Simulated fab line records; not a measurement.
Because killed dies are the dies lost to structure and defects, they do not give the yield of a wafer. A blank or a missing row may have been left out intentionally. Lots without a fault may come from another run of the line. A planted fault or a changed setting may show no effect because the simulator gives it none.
Chamber matching :: flow n5Finfet :: 4 sister chambers for N5_BEOL_M0_STRIP_104 on rieDiel-06
The step strips in N2/H2. 4 wafers are shown with their chamber, then 9 later ones without.

EACH WAFER AND ITS CHAMBER
wafer: L088.1
chamber: 3
drypumpMotorCurrentA (A): 5.9

wafer: L088.4
chamber: 2
drypumpMotorCurrentA (A): 5.1

wafer: L088.5
chamber: 0
drypumpMotorCurrentA (A): 6.0

wafer: L088.6
chamber: 1
drypumpMotorCurrentA (A): 5.7

WAFERS MISSING THEIR CHAMBER
wafer: L096.1
drypumpMotorCurrentA (A): 6.0

wafer: L096.2
drypumpMotorCurrentA (A): 5.9

wafer: L096.3
drypumpMotorCurrentA (A): 5.0

wafer: L096.4
drypumpMotorCurrentA (A): 5.9

wafer: L096.5
drypumpMotorCurrentA (A): 6.0

wafer: L096.6
drypumpMotorCurrentA (A): 5.1

wafer: L094.1
drypumpMotorCurrentA (A): 5.9

wafer: L094.4
drypumpMotorCurrentA (A): 5.9

wafer: L094.5
drypumpMotorCurrentA (A): 5.9

WHICH CHAMBER EACH WENT THROUGH
wafer: L096.1
from the rows above: 0
in truth: 0

wafer: L096.2
from the rows above: 3
in truth: 3

wafer: L096.3
from the rows above: 2
in truth: 2

wafer: L096.4
from the rows above: 3
in truth: 3

wafer: L096.5
from the rows above: 0
in truth: 0

wafer: L096.6
from the rows above: 2
in truth: 2

wafer: L094.1
from the rows above: 3
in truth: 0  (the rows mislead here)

wafer: L094.4
from the rows above: 3
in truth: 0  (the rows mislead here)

wafer: L094.5
from the rows above: 3
in truth: 3
Correct placement for 7 of the 9. Number that these rows cannot place: 0. Wrongly placed: 2.
How it was worked out, from the rows above alone: a wafer's distance from a chamber is the root of the sum, over the readings, of the square of ((its reading less the chamber's mean) divided by the reading's scatter). If the next closest chamber is less than 2 further off than the closest, the wafer can't be placed; otherwise it belongs to the closest. The mean given for a chamber averages the wafers shown for that chamber. The scatter: with one shown wafer a chamber, the root of the mean of the squares of how far each hidden wafer lies from its nearest shown one.
